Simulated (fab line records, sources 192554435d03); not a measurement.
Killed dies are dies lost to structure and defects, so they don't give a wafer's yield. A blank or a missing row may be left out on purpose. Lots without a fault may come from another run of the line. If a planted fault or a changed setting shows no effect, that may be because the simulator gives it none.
Which of the tools did it? | flow n5_finfet | route of 1938 steps, sampled at 1 step: 10 lots, 30 wafers

## WHAT THE GAUGES READ, wafer by wafer
N5_PASSIVATION_CD_MEAS_10: the cd target is 3000 nm.
lot  | measured     | on        | cd_nm (nm)
L774 | day 12 10:25 | cd_sem-03 | 3004 3005 3004
L778 | day 13 06:26 | cd_sem-02 | 3000 3001 2997
L779 | day 13 16:39 | cd_sem-01 | 2997 2996 2997
L777 | day 13 19:02 | cd_sem-03 | 3003 3002 3002
L783 | day 15 12:41 | cd_sem-01 | 2997 2998 2996
L784 | day 15 16:53 | cd_sem-02 | 3003 2999 3000
L790 | day 16 14:26 | cd_sem-01 | 2999 2997 2993
L794 | day 17 11:18 | cd_sem-02 | 2998 2997 2998
L791 | day 17 16:11 | cd_sem-03 | 2997 2999 2999
L792 | day 17 16:13 | cd_sem-02 | 2997 3001 2998

## WHAT TOOL EACH LOT RAN ON (gives the tool, then ch and the chambers of the sampled wafers, and finally the start)
Before these readings, the record contains no process step.

## WHAT THE TOOLS THEMSELVES READ (means of the sampled wafers that have a number; where no wafer has one, the mark that the record gives instead)
The record holds no such reading with a usual standard deviation.

## THE ANSWER, worked out from the rows above alone
Rule: the lots themselves supply what counts as usual. Put in order of their means at a reading, lots are off if they are a third of the lots or fewer, leave a main group of 4 or more, and stand apart from it by a gap of 3 or more times the standard deviation of the main group's means; of several such gaps the widest counts. The tables above print the reading to a certain number of digits; a main group whose means all agree to those digits is not used. A lot without any number at a reading at which 4 lots or more have one is off too. All remaining lots with rows at the step are treated as sound. First the gauges in route order, then the tools' own readings, where a lot's mean is used as printed above. At the first step where some lot is off, the reading lying furthest off is the one used; lots without a number count as furthest.
No lot is off at any reading shown: from this, nothing can be told.

## WHAT HAD BEEN PUT IN BY THE SIMULATOR
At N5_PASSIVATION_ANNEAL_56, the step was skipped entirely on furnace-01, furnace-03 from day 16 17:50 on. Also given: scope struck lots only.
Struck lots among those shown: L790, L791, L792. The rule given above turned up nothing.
